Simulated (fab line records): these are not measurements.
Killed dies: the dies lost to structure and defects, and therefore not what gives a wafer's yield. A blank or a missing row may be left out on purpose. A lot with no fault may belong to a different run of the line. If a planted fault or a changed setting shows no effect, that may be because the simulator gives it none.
Matching of chambers    flow n5-finfet    pecvd-03 running N5_BEOL_M9_DEP_56: 3 sister chambers
The step deposits SiCN from 3MS/NH3, target thk 15 nm, time 26.5 s. 3 wafers are shown with their chamber, then 8 later ones without.

== WAFERS PAIRED WITH THEIR CHAMBERS ==
wafer   chamber  showerhead-plenum-p-Torr (Torr)
L081.1  1        3.653
L081.5  2        3.661
L082.1  0        3.675

== WAFERS MISSING THEIR CHAMBER ==
wafer   showerhead-plenum-p-Torr (Torr)
L082.4  3.656
L082.5  3.669
L090.2  3.673
L090.3  3.683
L090.4  3.643
L094.4  3.641
L094.5  3.681
L094.6  3.673

== WHICH CHAMBER EACH ONE RAN IN ==
wafer   from the rows above           in truth
L082.4  can't be placed: 1 or 2       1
L082.5  can't be placed: 0 or 2 or 1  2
L090.2  can't be placed: 0 or 2       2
L090.3  can't be placed: 0 or 2       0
L090.4  can't be placed: 1 or 2       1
L094.4  can't be placed: 1 or 2       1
L094.5  can't be placed: 0 or 2       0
L094.6  can't be placed: 0 or 2       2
Correct placement for 0 of the 8. Can't be placed from these rows: 8 (the true chamber is among the candidates in 8). Number placed wrongly: 0.
How it was worked out, from the rows above alone: a wafer's distance from a chamber is the root of the sum, over the readings, of the square of ((its reading less the chamber's mean) divided by the reading's scatter). If the next closest chamber is less than 2 further off than the closest, the wafer can't be placed; otherwise it belongs to the closest. For every chamber, the mean is computed from those of its wafers that are shown. The scatter: root of mean squared gap, hidden wafer to nearest shown wafer, with one shown wafer a chamber.
